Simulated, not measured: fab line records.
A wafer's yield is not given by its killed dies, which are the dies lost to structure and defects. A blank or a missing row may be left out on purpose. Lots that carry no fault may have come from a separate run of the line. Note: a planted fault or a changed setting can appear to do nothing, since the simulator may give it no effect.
Split-lot trial + flow n5 finfet + 21 wafers read from 7 lots, route of 1938 steps

ABOUT THE SPLIT
At N5_BEOL_M11_TRENCH_ETCH_37 (etches SiCOH lowk in C4F6/O2, target depth 148.83 nm, time 48 s), the setting source w was moved away from the recipe's 345 W on 4 of the 21 wafers read, by -14.3% to +5.9%. All remaining wafers had this setting at the recipe value.

The split's own step is where the reading is taken.

THE READING
rf vpp V, in V, at N5_BEOL_M11_TRENCH_ETCH_37 (etches SiCOH lowk in C4F6/O2, target depth 148.83 nm, time 48 s). On this fab line, fault-free wafers typically give 664 V with a standard deviation of 8.1 V.

| wafer  | tool, chamber at the split | source w as run, W | against the recipe | rf vpp V, V | against lot-mates on the recipe |
|--------|----------------------------|--------------------|--------------------|-------------|---------------------------------|
| L075.1 | rie diel-01, 1             | 345                | recipe             | 652         | -                               |
| L075.3 | rie diel-01, 2             | 345                | recipe             | 662         | -                               |
| L075.6 | rie diel-01, 1             | 365.4              | +5.9%              | 633         | -24                             |
| L077.1 | rie diel-06, 0             | 345                | recipe             | 658         | -                               |
| L077.2 | rie diel-06, 3             | 345                | recipe             | 661         | -                               |
| L077.5 | rie diel-06, 0             | 360.7              | +4.6%              | 644         | -16                             |
| L078.2 | rie diel-06, 3             | 345                | recipe             | 660         | -                               |
| L078.3 | rie diel-06, 0             | 345                | recipe             | 658         | -                               |
| L078.4 | rie diel-06, 2             | 345                | recipe             | 665         | -                               |
| L081.2 | rie diel-02, 1             | 345                | recipe             | 658         | -                               |
| L081.3 | rie diel-02, 0             | 345                | recipe             | 658         | -                               |
| L081.5 | rie diel-02, 1             | 301.9              | -12.5%             | 703         | +45                             |
| L090.4 | rie diel-06, 0             | 345                | recipe             | 659         | -                               |
| L090.5 | rie diel-06, 1             | 345                | recipe             | 683         | -                               |
| L090.6 | rie diel-06, 3             | 295.7              | -14.3%             | 715         | +44                             |
| L091.2 | rie diel-01, 0             | 345                | recipe             | 677         | -                               |
| L091.5 | rie diel-01, 3             | 345                | recipe             | 663         | -                               |
| L091.6 | rie diel-01, 2             | 345                | recipe             | 662         | -                               |
| L092.2 | rie diel-06, 3             | 345                | recipe             | 659         | -                               |
| L092.3 | rie diel-06, 2             | 345                | recipe             | 664         | -                               |
| L092.6 | rie diel-06, 1             | 345                | recipe             | 684         | -                               |

FIT RESULTS
A straight line over all 21 wafers: rf vpp V changes by -3.63 V for each +1% of source w; r = -0.89; the points scatter about the line by 8.6 V.
The same after taking each lot's own level away (the mean of its wafers on the recipe; 21 wafers): -3.38 V for each +1%; r = -0.91; scatter 6.9 V.
That fit puts the effect of the largest move of source w on the reading at 48 V.
The lots' own levels span 657.0 to 671.0 V, that is 1.7 times the standard deviation above.
The two slopes are in agreement: the lot-to-lot level therefore moves the slope only a little.
Check: for one of the wafers moved furthest among these (-14.3%), held out of the fit, the line's prediction against its lot-mates is +52.2 V. It came out at +44 V against them.
Tool readings at the split's step, against how far the setting was moved: rf vpp V r = -0.89.

FURTHER SPLITS ON THESE WAFERS
Note: prior to the reading, these wafers also went through further splits. Each is held against what the fit with the lots' levels taken away leaves over:
| other split on the same wafers | wafers away from the commonest value | r with rf vpp V (lot level and that fit taken away) |
|--------------------------------|--------------------------------------|-----------------------------------------------------|
| N5_BEOL_M8_DEP_56 time s       | 8                                    | +0.20                                               |
| N5_BEOL_M9_EXPOSE_25 dose mj   | 7                                    | -0.36                                               |
| N5_BEOL_M9_ETCH_66 time s      | 6                                    | +0.14                                               |
| N5_BEOL_M10_COAT_59 spin rpm   | 5                                    | -0.10                                               |
| N5_BEOL_M10_EXPOSE_08 dose mj  | 8                                    | +0.19                                               |
| N5_BEOL_M11_ETCH_66 time s     | 7                                    | -0.37                                               |

THE FILE'S OWN FIT
rf vpp V changes by -3.38 V for each +1% of source w, r = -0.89.
